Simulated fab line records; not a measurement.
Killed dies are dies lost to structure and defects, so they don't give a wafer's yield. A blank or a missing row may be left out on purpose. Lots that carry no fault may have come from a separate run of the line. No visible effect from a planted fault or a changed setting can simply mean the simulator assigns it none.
Which tool was responsible? | flow n5 finfet | 11 lots with 33 wafers sampled at 2 steps, on a route of 1938 steps

== WHAT THE GAUGES SHOWED, per wafer ==
N5_BEOL_M13_THK_MEAS_50: measures by xrf.
lot  | measured     | on            | M13_THK (nm)
L980 | day 12 05:14 | film metro-02 | 427 426 428
L983 | day 12 22:46 | film metro-02 | 424 423 427
L982 | day 13 00:07 | film metro-01 | 427 427 431
L986 | day 13 06:00 | film metro-01 | 416 428 422
L988 | day 14 07:50 | film metro-02 | 422 424 420
L990 | day 14 18:41 | film metro-01 | 422 419 417
L996 | day 17 01:08 | film metro-02 | 417 420 418
L999 | day 17 04:45 | film metro-02 | 420 419 416
L101 | day 17 06:26 | film metro-02 | 419 411 410
L100 | day 18 00:29 | film metro-02 | 421 415 423
L102 | day 18 07:33 | film metro-02 | 407 409 415

== TOOL THAT RAN EACH LOT (tool first, then ch and the chambers of the sampled wafers, then the start) ==
lot  | N5_BEOL_M13_ANNEAL_48
L980 | rtp anneal-01 ch 0, day 12 04:46
L983 | rtp anneal-02 ch 0, day 12 22:11
L982 | rtp anneal-02 ch 0, day 12 23:31
L986 | rtp anneal-02 ch 0, day 13 05:25
L988 | rtp anneal-02 ch 0, day 14 07:17
L990 | rtp anneal-01 ch 0, day 14 18:10
L996 | rtp anneal-01 ch 0, day 17 00:35
L999 | rtp anneal-01 ch 0, day 17 04:11
L101 | rtp anneal-01 ch 0, day 17 05:41
L100 | rtp anneal-02 ch 0, day 17 23:56
L102 | rtp anneal-01 ch 0, day 18 07:02
- N5_BEOL_M13_ANNEAL_48: time 90 s.

== THE ANSWER, worked out from the rows above alone ==
Rule: what is usual is taken from the lots themselves. Put in order of their means at a reading, lots are off if they are a third of the lots or fewer, leave a main group of 4 or more, and stand apart from it by a gap of 3 or more times the standard deviation of the main group's means; of several such gaps the widest counts. A main group is skipped when, at the precision printed for the reading in the tables above, its means are all equal. A lot without any number at a reading at which 4 lots or more have one is off too. The other lots that the step has rows for count as sound.
No lot is off at any reading shown: from this, nothing can be told.

== WHAT THE SIMULATOR HAD PUT IN ==
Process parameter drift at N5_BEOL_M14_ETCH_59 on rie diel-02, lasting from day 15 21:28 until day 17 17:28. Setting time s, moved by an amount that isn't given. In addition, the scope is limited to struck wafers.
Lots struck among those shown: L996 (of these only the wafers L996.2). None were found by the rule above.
